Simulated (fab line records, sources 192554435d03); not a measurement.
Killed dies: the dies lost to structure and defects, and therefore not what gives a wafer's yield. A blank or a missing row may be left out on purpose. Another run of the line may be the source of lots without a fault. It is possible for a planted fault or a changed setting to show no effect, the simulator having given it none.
Split-lot trial :: flow n5-finfet :: 21 wafers read across 7 lots, on a route 1938 steps long

== ABOUT THE SPLIT ==
At N5_BEOL_M10_DESCUM_16 (chemistry O2, time 7.9 s), the setting time-s was moved away from the recipe's 7.9 s on 5 of the 21 wafers read, by -22.3% to +21.3%. The other wafers ran this setting at the recipe's value.

The reading is taken at the split's own step.

== THE READING ==
CAR-ArF_of_BEOL_M10_COAT_05.thk-nm (the simulator's own value, which no gauge read), in nm, at N5_BEOL_M10_DESCUM_16 (chemistry O2, time 7.9 s). The file gives no usual value for it. Here, 16 wafers ran the recipe; their average is 83.5 nm with a standard deviation of 0.22 nm.

wafer: L075.1
tool, chamber at the split: rie-diel-03, 1
time-s as run, s: 6.137
against the recipe: -22.3%
CAR-ArF_of_BEOL_M10_COAT_05.thk-nm, nm: 84.6
against lot-mates on the recipe: +1.1

wafer: L075.4
tool, chamber at the split: rie-diel-03, 3
time-s as run, s: 7.9
against the recipe: recipe
CAR-ArF_of_BEOL_M10_COAT_05.thk-nm, nm: 83.6
against lot-mates on the recipe: -

wafer: L075.5
tool, chamber at the split: rie-diel-03, 1
time-s as run, s: 7.9
against the recipe: recipe
CAR-ArF_of_BEOL_M10_COAT_05.thk-nm, nm: 83.4
against lot-mates on the recipe: -

wafer: L083.3
tool, chamber at the split: rie-diel-04, 3
time-s as run, s: 9.584
against the recipe: +21.3%
CAR-ArF_of_BEOL_M10_COAT_05.thk-nm, nm: 82.8
against lot-mates on the recipe: -1.0

wafer: L083.5
tool, chamber at the split: rie-diel-04, 3,0
time-s as run, s: 7.9
against the recipe: recipe
CAR-ArF_of_BEOL_M10_COAT_05.thk-nm, nm: 83.8
against lot-mates on the recipe: -

wafer: L083.6
tool, chamber at the split: rie-diel-04, 3,0
time-s as run, s: 7.9
against the recipe: recipe
CAR-ArF_of_BEOL_M10_COAT_05.thk-nm, nm: 83.8
against lot-mates on the recipe: -

wafer: L080.1
tool, chamber at the split: rie-diel-01, 3
time-s as run, s: 7.9
against the recipe: recipe
CAR-ArF_of_BEOL_M10_COAT_05.thk-nm, nm: 83.2
against lot-mates on the recipe: -

wafer: L080.3
tool, chamber at the split: rie-diel-01, 0
time-s as run, s: 6.719
against the recipe: -14.9%
CAR-ArF_of_BEOL_M10_COAT_05.thk-nm, nm: 84
against lot-mates on the recipe: +0.7

wafer: L080.5
tool, chamber at the split: rie-diel-01, 0
time-s as run, s: 7.9
against the recipe: recipe
CAR-ArF_of_BEOL_M10_COAT_05.thk-nm, nm: 83.4
against lot-mates on the recipe: -

wafer: L084.1
tool, chamber at the split: rie-diel-01, 3
time-s as run, s: 7.9
against the recipe: recipe
CAR-ArF_of_BEOL_M10_COAT_05.thk-nm, nm: 83.2
against lot-mates on the recipe: -

wafer: L084.2
tool, chamber at the split: rie-diel-01, 0
time-s as run, s: 7.9
against the recipe: recipe
CAR-ArF_of_BEOL_M10_COAT_05.thk-nm, nm: 83.4
against lot-mates on the recipe: -

wafer: L084.3
tool, chamber at the split: rie-diel-01, 2
time-s as run, s: 7.9
against the recipe: recipe
CAR-ArF_of_BEOL_M10_COAT_05.thk-nm, nm: 83.8
against lot-mates on the recipe: -

wafer: L090.3
tool, chamber at the split: rie-diel-03, 2
time-s as run, s: 7.188
against the recipe: -9.0%
CAR-ArF_of_BEOL_M10_COAT_05.thk-nm, nm: 84
against lot-mates on the recipe: +0.5

wafer: L090.4
tool, chamber at the split: rie-diel-03, 3
time-s as run, s: 7.9
against the recipe: recipe
CAR-ArF_of_BEOL_M10_COAT_05.thk-nm, nm: 83.4
against lot-mates on the recipe: -

wafer: L090.6
tool, chamber at the split: rie-diel-03, 3
time-s as run, s: 7.9
against the recipe: recipe
CAR-ArF_of_BEOL_M10_COAT_05.thk-nm, nm: 83.6
against lot-mates on the recipe: -

wafer: L088.1
tool, chamber at the split: rie-diel-01, 1
time-s as run, s: 6.505
against the recipe: -17.7%
CAR-ArF_of_BEOL_M10_COAT_05.thk-nm, nm: 84.8
against lot-mates on the recipe: +1.0

wafer: L088.3
tool, chamber at the split: rie-diel-01, 2,0
time-s as run, s: 7.9
against the recipe: recipe
CAR-ArF_of_BEOL_M10_COAT_05.thk-nm, nm: 83.8
against lot-mates on the recipe: -

wafer: L088.4
tool, chamber at the split: rie-diel-01, 2,0
time-s as run, s: 7.9
against the recipe: recipe
CAR-ArF_of_BEOL_M10_COAT_05.thk-nm, nm: 83.8
against lot-mates on the recipe: -

wafer: L093.1
tool, chamber at the split: rie-diel-01, 0
time-s as run, s: 7.9
against the recipe: recipe
CAR-ArF_of_BEOL_M10_COAT_05.thk-nm, nm: 83.4
against lot-mates on the recipe: -

wafer: L093.6
tool, chamber at the split: rie-diel-01, 0
time-s as run, s: 7.9
against the recipe: recipe
CAR-ArF_of_BEOL_M10_COAT_05.thk-nm, nm: 83.4
against lot-mates on the recipe: -

wafer: L093.3
tool, chamber at the split: rie-diel-01, 1
time-s as run, s: 7.9
against the recipe: recipe
CAR-ArF_of_BEOL_M10_COAT_05.thk-nm, nm: 83.2
against lot-mates on the recipe: -
When a row names more than one chamber, that row covers several wafers, and the file does not tell which wafer ran in which chamber.

THE FIT
A straight line over all 21 wafers: CAR-ArF_of_BEOL_M10_COAT_05.thk-nm changes by -0.0462 nm for each +1% of time-s; r = -0.86; the points scatter about the line by 0.24 nm.
The same after taking each lot's own level away (the mean of its wafers on the recipe; 21 wafers): -0.0498 nm for each +1%; r = -0.96; scatter 0.12 nm.
According to that fit, moving time-s by its largest amount changes the reading by 1.1 nm.
Measured against the standard deviation above, the lots' own levels, which go from 83.30 to 83.80 nm, span 2.2 times it.
Hence the lot-to-lot level has little effect on the slope; both slopes agree.
Check: +1.13 nm against its lot-mates is what the line predicts for one of the wafers moved furthest among these (-22.3%) when that wafer is left out of the fit. It came out at +1.1 nm against them.

== ADDITIONAL SPLITS CARRIED BY THESE WAFERS ==
Note: prior to the reading, these wafers also went through further splits. Each is held against what the fit with the lots' levels taken away leaves over:
other split on the same wafers: N5_BEOL_M8_TRENCH_ETCH_37 time-s
wafers away from the commonest value: 5
r with CAR-ArF_of_BEOL_M10_COAT_05.thk-nm (lot level and that fit taken away): -0.30

other split on the same wafers: N5_BEOL_M9_DESCUM_16 time-s
wafers away from the commonest value: 3
r with CAR-ArF_of_BEOL_M10_COAT_05.thk-nm (lot level and that fit taken away): -0.13

other split on the same wafers: N5_BEOL_M9_ETCH_62 source-w
wafers away from the commonest value: 5
r with CAR-ArF_of_BEOL_M10_COAT_05.thk-nm (lot level and that fit taken away): +0.07

== THE FILE'S OWN FIT ==
CAR-ArF_of_BEOL_M10_COAT_05.thk-nm changes by -0.05 nm for each +1% of time-s, r = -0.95.
